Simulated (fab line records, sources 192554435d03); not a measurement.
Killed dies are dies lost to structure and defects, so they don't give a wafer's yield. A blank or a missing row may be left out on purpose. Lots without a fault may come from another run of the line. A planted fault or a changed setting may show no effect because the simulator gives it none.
Which tool did it? | flow n5_finfet | 10 lots, 30 wafers sampled, at 6 steps of a route of 1938

WHAT THE GAUGES READ, wafer by wafer
N5_BEOL_M7_RS_MEAS_57: measures by four-point-probe.
lot  | measured     | on            | M7_RS (ohm/sq)
L075 | day 10 11:20 | film_metro-02 | 0.299 0.266 0.278
L078 | day 10 12:22 | film_metro-01 | 0.271 0.285 0.276
L079 | day 10 23:01 | film_metro-02 | 0.264 0.294 0.271
L083 | day 11 14:34 | film_metro-01 | 0.266 0.281 0.303
L085 | day 12 13:53 | film_metro-01 | 0.313 0.305 0.269
L087 | day 13 01:06 | film_metro-01 | 0.264 0.273 0.272
L089 | day 13 07:14 | film_metro-01 | 0.287 0.269 0.270
L091 | day 13 12:18 | film_metro-01 | 0.268 0.285 0.295
L093 | day 14 08:34 | film_metro-02 | 0.282 0.286 0.286
L094 | day 14 18:58 | film_metro-01 | 0.272 0.308 0.282

WHICH TOOL RAN EACH LOT (tool, then ch and the chambers of the sampled wafers, then the start)
lot  | N5_BEOL_M7_ILD_DEP_00           | N5_BEOL_M7_DESCUM_33               | N5_BEOL_M7_ETCH_65                 | N5_BEOL_M7_ETCH_66                 | N5_BEOL_M7_ALD_77
L075 | pecvd-02 ch 0,1, day 9 23:55    | rie_diel-05 ch 0,1,2, day 10 08:31 | rie_diel-05 ch 0,1,2, day 10 08:34 | rie_diel-05 ch 0,1,2, day 10 08:36 | ald_metal-01 ch 1,2, day 10 09:38
L078 | pecvd-04 ch 0,1,2, day 10 01:09 | rie_diel-02 ch 0,1,3, day 10 08:56 | rie_diel-02 ch 0,1,3, day 10 08:59 | rie_diel-02 ch 0,1,3, day 10 09:01 | ald_metal-01 ch 0,2,3, day 10 10:16
L079 | pecvd-04 ch 1,2, day 10 12:17   | rie_diel-05 ch 0,1,2, day 10 19:25 | rie_diel-05 ch 0,1,2, day 10 19:28 | rie_diel-05 ch 0,1,2, day 10 19:30 | ald_metal-03 ch 0,1,3, day 10 21:31
L083 | pecvd-04 ch 0,1,2, day 11 07:06 | rie_diel-05 ch 0,1,3, day 11 10:44 | rie_diel-05 ch 0,1,3, day 11 10:47 | rie_diel-05 ch 0,1,3, day 11 10:49 | ald_metal-01 ch 1,2,3, day 11 12:22
L085 | pecvd-04 ch 0,1, day 12 01:50   | rie_diel-05 ch 1,3, day 12 08:34   | rie_diel-05 ch 1,3, day 12 08:37   | rie_diel-05 ch 1,3, day 12 08:38   | ald_metal-01 ch 1,2, day 12 09:38
L087 | pecvd-04 ch 0,1,2, day 12 16:02 | rie_diel-05 ch 0,1, day 12 21:47   | rie_diel-05 ch 0,1, day 12 21:50   | rie_diel-05 ch 0,1, day 12 21:52   | ald_metal-02 ch 0,2, day 12 23:08
L089 | pecvd-02 ch 0,1,2, day 13 00:36 | rie_diel-05 ch 1,2, day 13 04:29   | rie_diel-05 ch 1,2, day 13 04:33   | rie_diel-05 ch 1,2, day 13 04:34   | ald_metal-01 ch 1,2, day 13 05:38
L091 | pecvd-03 ch 0,1, day 13 05:52   | rie_diel-02 ch 0,1,3, day 13 09:01 | rie_diel-02 ch 0,1,3, day 13 09:04 | rie_diel-02 ch 0,1,3, day 13 09:06 | ald_metal-03 ch 1,2,3, day 13 10:45
L093 | pecvd-02 ch 1,2, day 14 01:14   | rie_diel-02 ch 0,2,3, day 14 05:04 | rie_diel-02 ch 0,2,3, day 14 05:07 | rie_diel-02 ch 0,2,3, day 14 05:09 | ald_metal-03 ch 0,2,3, day 14 07:05
L094 | pecvd-02 ch 1,2, day 14 08:20   | rie_diel-06 ch 0,1,3, day 14 14:47 | rie_diel-06 ch 0,1,3, day 14 14:50 | rie_diel-06 ch 0,1,3, day 14 14:52 | ald_metal-03 ch 1,3, day 14 15:52
- N5_BEOL_M7_ILD_DEP_00: deposits SiCOH lowk from DEMS/porogen, target thk 179.75 nm, time 33.4 s.
- N5_BEOL_M7_DESCUM_33: chemistry O2, time 7 s.
- N5_BEOL_M7_ETCH_65: etches SiARC in CF4, target depth 15.6 nm, time 26 s.
- N5_BEOL_M7_ETCH_66: etches SOC in N2/H2, target depth 80 nm, overetch 16 nm, time 120 s.
- N5_BEOL_M7_ALD_77: deposits TaN, target thk 2 nm, pulse time 2 s, purge time 3 s.

THE ANSWER, worked out from the rows above alone
Rule: what is usual is taken from the lots themselves. Put in order of their means at a reading, lots are off if they are a third of the lots or fewer, leave a main group of 4 or more, and stand apart from it by a gap of 3 or more times the standard deviation of the main group's means; of several such gaps the widest counts. A main group whose means are all the same, to the digits that the tables above print for the reading, isn't used. A lot without any number at a reading at which 4 lots or more have one is off too. The other lots that the step has rows for count as sound.
No lot is off at any reading shown: from this, nothing can be told.

WHAT THE SIMULATOR HAD PUT IN
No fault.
